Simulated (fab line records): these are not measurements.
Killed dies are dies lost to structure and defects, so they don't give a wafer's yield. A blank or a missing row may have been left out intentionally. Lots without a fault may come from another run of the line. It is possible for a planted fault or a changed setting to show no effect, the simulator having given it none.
Matching of chambers / flow n5 finfet / 4 sister chambers for N5_BEOL_M3_STRIP_36 on rie diel-01
The step strips in N2/H2. 4 wafers are shown with their chamber, then 12 later ones without.

== WAFERS, EACH WITH ITS CHAMBER ==
wafer=L091.6; chamber=1; throttle valve pct (%)=23.8
wafer=L093.1; chamber=3; throttle valve pct (%)=23.0
wafer=L093.2; chamber=0; throttle valve pct (%)=23.1
wafer=L093.3; chamber=2; throttle valve pct (%)=24.0

== WAFERS MISSING THEIR CHAMBER ==
wafer=L093.4; throttle valve pct (%)=23.8
wafer=L093.5; throttle valve pct (%)=23.1
wafer=L093.6; throttle valve pct (%)=23.8
wafer=L090.1; throttle valve pct (%)=23.8
wafer=L090.2; throttle valve pct (%)=24.0
wafer=L090.4; throttle valve pct (%)=22.9
wafer=L092.3; throttle valve pct (%)=23.0
wafer=L092.4; throttle valve pct (%)=23.9
wafer=L092.5; throttle valve pct (%)=23.0
wafer=L096.3; throttle valve pct (%)=23.9
wafer=L096.5; throttle valve pct (%)=23.9
wafer=L096.6; throttle valve pct (%)=23.1

== THE CHAMBER EACH PASSED THROUGH ==
wafer=L093.4; from the rows above=1; in truth=1
wafer=L093.5; from the rows above=can't be placed: 0 or 3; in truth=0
wafer=L093.6; from the rows above=1; in truth=1
wafer=L090.1; from the rows above=1; in truth=1
wafer=L090.2; from the rows above=2; in truth=2
wafer=L090.4; from the rows above=can't be placed: 3 or 0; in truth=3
wafer=L092.3; from the rows above=can't be placed: 3 or 0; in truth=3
wafer=L092.4; from the rows above=can't be placed: 1 or 2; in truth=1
wafer=L092.5; from the rows above=can't be placed: 3 or 0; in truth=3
wafer=L096.3; from the rows above=can't be placed: 1 or 2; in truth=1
wafer=L096.5; from the rows above=can't be placed: 1 or 2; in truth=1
wafer=L096.6; from the rows above=can't be placed: 0 or 3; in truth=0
4 of 12 placed correctly. Not placeable from these rows: 8 (in 8, the candidates include the true chamber). Number placed wrongly: 0.
How it was worked out, from the rows above alone: a wafer's distance from a chamber is the root of the sum, over the readings, of the square of ((its reading less the chamber's mean) divided by the reading's scatter). The wafer belongs to the nearest chamber; if the next one is less than 2 further off, it can't be placed. For every chamber, the mean is computed from those of its wafers that are shown. The scatter (one wafer shown for each chamber): square how far every hidden wafer sits from the nearest shown wafer, average those squares and take the square root.
